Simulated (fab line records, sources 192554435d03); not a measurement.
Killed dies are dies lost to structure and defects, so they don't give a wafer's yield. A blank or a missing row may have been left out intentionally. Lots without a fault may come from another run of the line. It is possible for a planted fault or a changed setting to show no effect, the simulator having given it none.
A lot that was struck, set against a sound lot ; flow n5 finfet ; 16 out of 1938 route steps
Sound: wafers L742.4, L742.5, L742.6. Struck: wafer L732.1. (L732.2, L732.6 of the same lot were not struck and are left out.) The cause comes at the end.
Order at every step that has rows: each side's tool, ch and its chambers, its first start. Under that, the readings that differ: sound wafers ; struck wafers ; difference of the means ; sigmas: that difference in standard deviations of wafers without a fault.
alike: a reading whose means differ by less than 2 such deviations, as well as words and numbers matching on both sides. not compared: withheld readings; readings where some wafer has no value; bounds like >300 that might hide an equal value; numbers whose values overlap and for which the record gives no deviation.
Wherever a step has rows on one side only, a row that says differs or no value, or a row with sigmas, the two part there. Numbers that don't overlap but have no deviation are shown without sigmas and don't part them. A reading missing from all wafers of one side parts the sides only when that side holds two or more wafers.

N5_SDB_CD_MEAS_11 targets a cd of 50 nm.
  sound on cd sem-02 ch 0, day 9 07:07; struck on cd sem-03 ch 0, day 7 00:25
  alike: cd nm
N5_SDB_OVL_MEAS_12:
  sound on overlay-02 ch 0, day 9 07:09; struck on overlay-01 ch 0, day 7 00:27
  alike: SDB_OVL
N5_SDB_INSPECT_13: inspects for defects (brightfield).
  sound on defect inspect-02 at day 9 07:10; struck on defect inspect-02 at day 7 00:28
  alike: raw defect count
N5_SDB_DESCUM_16: chemistry O2, time 7.9 s.
  sound on rie diel-02 ch 1,2, day 9 07:13; struck on rie diel-02 ch 3, day 7 00:31
reading;sound;struck;difference;sigmas
o2 flow sccm (sccm);225.2 225.9 224.2;223.6;-1.5;-2
  alike: chamber pressure mTorr, drypump motor current A, oes product au, rf vpp V, showerhead plenum p Torr, throttle valve pct
  not compared: rf hours counter h
then, 1 step without rows for these wafers: N5_SDB_ETCH_17 (etches SiARC in CF4, target depth 23.4 nm, time 39 s).
N5_SDB_ETCH_18: etches SOC in N2/H2, target depth 100 nm, overetch 20 nm, time 150 s.
  sound on rie diel-02 ch 1,2, day 9 07:17; struck on rie diel-02 ch 3, day 7 00:35
  alike: chamber pressure mTorr, drypump motor current A, oes product au, rf vpp V, showerhead plenum p Torr, throttle valve pct
  not compared: rf hours counter h
then, 1 step without rows for these wafers: N5_SDB_STRIP_19 (strips in N2/H2).
N5_SDB_STRIP_21: strips in CF4.
  sound on rie diel-02 ch 1,2, day 9 07:25; struck on rie diel-02 ch 3, day 7 00:43
  alike: chamber pressure mTorr, drypump motor current A, oes product au, power w, rf vpp V, showerhead plenum p Torr, throttle valve pct
  not compared: rf hours counter h
N5_SDB_HM_OPEN_20: chemistry CH3F/O2, target SiNx, stops on poly-Si, target depth 24 nm.
  sound on rie diel-02 ch 1,2, day 9 07:26; struck on rie diel-02 ch 3, day 7 00:44
  alike: chamber pressure mTorr, drypump motor current A, mfc ar sccm, oes product au, rf vpp V, showerhead plenum p Torr, throttle valve pct
  not compared: rf hours counter h
N5_SDB_STRIP_22: strips in N2/H2.
  sound on plasma asher-01 ch 0,1, day 9 07:34; struck on plasma asher-02 ch 0, day 7 00:49
reading;sound;struck;difference;sigmas
rf hours counter h (h);- - -;49;no value on the sound wafers;
  alike: drypump motor current A, heater power w, oes product au, strip time to endpoint s
then, 2 steps without rows for these wafers: N5_SDB_PRECLEAN_23 (cleans in dHF, time 30 s); N5_SDB_DUMMY_REMOVE_24 (chemistry TMAH, target poly-Si, stops on SiO2, target depth 142 nm, time 57 s, rinse time 30 s).
N5_SDB_ETCH_25: etches SiO2 in C4F6/O2, target depth 10 nm, time 3.3 s.
  sound on rie diel-02 ch 0,1,2, day 9 08:08; struck on rie diel-01 ch 1, day 7 01:02
reading;sound;struck;difference;sigmas
model.etch.depth nm (nm);10.29 9.858 10.17;7.841;-2.265;
  alike: chamber pressure mTorr, drypump motor current A, mfc ar sccm, oes product au, rf vpp V, showerhead plenum p Torr, throttle valve pct
  not compared: rf hours counter h
then, 1 step without rows for these wafers: N5_SDB_CUT_ETCH_26 (etches Si in HBr/Cl2/O2, target depth 129.6 nm, bt time 20 s, time 51.8 s).
-- the record jumps here: 4 days lie between the struck wafers' starts before and after (it left off in module SDB and takes up again in module BEOL_M4, whose first step shown is number 1111 of the route) --
N5_BEOL_M4_RC_MEAS_101:
  sound on prober-02 ch 0, day 13 22:50; struck on prober-02 ch 0, day 11 08:00
reading;sound;struck;difference;sigmas
SS_N (mV/dec);71.7 71.6 70.4;72.5;+1.3;+2
  alike: DIBL_N, DIBL_P, IOFF_N, IOFF_P, ION_N, ION_P, SS_P, VT_N, VT_P
then, 1 step without rows for these wafers: N5_PASSIVATION_PROBE_49.

WHERE THEY PART
Earliest at N5_SDB_DESCUM_16; latest, in this record, at N5_BEOL_M4_RC_MEAS_101.

WHY: what the simulator had put in
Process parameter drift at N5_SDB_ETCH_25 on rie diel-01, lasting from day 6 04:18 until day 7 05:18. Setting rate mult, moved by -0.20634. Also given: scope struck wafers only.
